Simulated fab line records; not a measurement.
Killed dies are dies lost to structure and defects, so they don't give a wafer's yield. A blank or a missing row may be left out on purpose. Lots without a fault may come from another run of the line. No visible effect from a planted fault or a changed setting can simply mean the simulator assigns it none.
Chamber matching :: flow n5Finfet :: 4 sister chambers for N5_GATE_CUT_ETCH_28 on rieDiel-02
The step etches underlayer in N2/H2, target depth 13 nm, time 10.4 s. 14 wafers are shown with their chamber, then 7 later ones without.

WAFERS, EACH WITH ITS CHAMBER
wafer: L077.2
chamber: 2
showerheadPlenumPTorr (Torr): 2.58
drypumpMotorCurrentA (A): 6.7
throttleValvePct (%): 18.05

wafer: L077.5
chamber: 2
showerheadPlenumPTorr (Torr): 2.58
drypumpMotorCurrentA (A): 6.7
throttleValvePct (%): 18.04

wafer: L077.6
chamber: 1
showerheadPlenumPTorr (Torr): 2.51
drypumpMotorCurrentA (A): 6.2
throttleValvePct (%): 18.29

wafer: L080.1
chamber: 2
showerheadPlenumPTorr (Torr): 2.58
drypumpMotorCurrentA (A): 6.8
throttleValvePct (%): 18.05

wafer: L080.3
chamber: 1
showerheadPlenumPTorr (Torr): 2.51
drypumpMotorCurrentA (A): 6.2
throttleValvePct (%): 18.28

wafer: L080.4
chamber: 3
showerheadPlenumPTorr (Torr): 2.55
drypumpMotorCurrentA (A): 6.5
throttleValvePct (%): 17.87

wafer: L081.1
chamber: 2
showerheadPlenumPTorr (Torr): 2.58
drypumpMotorCurrentA (A): 6.7
throttleValvePct (%): 18.04

wafer: L081.3
chamber: 0
showerheadPlenumPTorr (Torr): 2.39
drypumpMotorCurrentA (A): 5.0
throttleValvePct (%): 17.94

wafer: L081.5
chamber: 1
showerheadPlenumPTorr (Torr): 2.50
drypumpMotorCurrentA (A): 6.2
throttleValvePct (%): 18.30

wafer: L086.1
chamber: 0
showerheadPlenumPTorr (Torr): 2.38
drypumpMotorCurrentA (A): 5.1
throttleValvePct (%): 17.96

wafer: L086.2
chamber: 2
showerheadPlenumPTorr (Torr): 2.58
drypumpMotorCurrentA (A): 6.7
throttleValvePct (%): 18.07

wafer: L086.5
chamber: 3
showerheadPlenumPTorr (Torr): 2.55
drypumpMotorCurrentA (A): 6.5
throttleValvePct (%): 17.93

wafer: L087.3
chamber: 0
showerheadPlenumPTorr (Torr): 2.38
drypumpMotorCurrentA (A): 5.0
throttleValvePct (%): 17.98

wafer: L087.4
chamber: 2
showerheadPlenumPTorr (Torr): 2.58
drypumpMotorCurrentA (A): 6.7
throttleValvePct (%): 18.07

SIGNATURES (means of the wafers above)
reading: showerheadPlenumPTorr
chamber 0: 2.3833
chamber 1: 2.5067
chamber 2: 2.5800
chamber 3: 2.5500
scatter within a chamber: 0.00365

reading: drypumpMotorCurrentA
chamber 0: 5.033
chamber 1: 6.200
chamber 2: 6.717
chamber 3: 6.500
scatter within a chamber: 0.0387

reading: throttleValvePct
chamber 0: 17.9600
chamber 1: 18.2900
chamber 2: 18.0533
chamber 3: 17.9000
scatter within a chamber: 0.0193
Rule: a wafer's distance from a chamber is the root of the sum, over the readings, of the square of ((its reading less the chamber's mean) divided by the reading's scatter). The wafer belongs to the nearest chamber; if the next one is less than 2 further off, it can't be placed. The scatter: the root of (the sum of the squares of (reading less its chamber's mean) over the shown wafers, divided by (wafers less chambers)).

WAFERS MISSING THEIR CHAMBER
wafer: L087.6
showerheadPlenumPTorr (Torr): 2.55
drypumpMotorCurrentA (A): 6.5
throttleValvePct (%): 17.91

wafer: L088.2
showerheadPlenumPTorr (Torr): 2.38
drypumpMotorCurrentA (A): 5.0
throttleValvePct (%): 17.95

wafer: L088.3
showerheadPlenumPTorr (Torr): 2.55
drypumpMotorCurrentA (A): 6.5
throttleValvePct (%): 17.93

wafer: L088.5
showerheadPlenumPTorr (Torr): 2.38
drypumpMotorCurrentA (A): 5.0
throttleValvePct (%): 17.96

wafer: L096.2
showerheadPlenumPTorr (Torr): 2.70
drypumpMotorCurrentA (A): 5.1
throttleValvePct (%): 17.51

wafer: L096.3
showerheadPlenumPTorr (Torr): 2.50
drypumpMotorCurrentA (A): 6.2
throttleValvePct (%): 17.88

wafer: L096.4
showerheadPlenumPTorr (Torr): 2.54
drypumpMotorCurrentA (A): 6.5
throttleValvePct (%): 17.95

WHICH CHAMBER EACH ONE RAN IN
wafer: L087.6
from the rows above: 3
in truth: 3

wafer: L088.2
from the rows above: 0
in truth: 0

wafer: L088.3
from the rows above: 3
in truth: 3

wafer: L088.5
from the rows above: 0
in truth: 0

wafer: L096.2
from the rows above: can't be placed: 3 or 2
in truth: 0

wafer: L096.3
from the rows above: 3
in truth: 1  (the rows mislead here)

wafer: L096.4
from the rows above: 3
in truth: 3
Placed correctly: 5 of 7. From these rows, 1 cannot be placed; in 0 the true chamber is one of the candidates. Wrongly placed: 1.
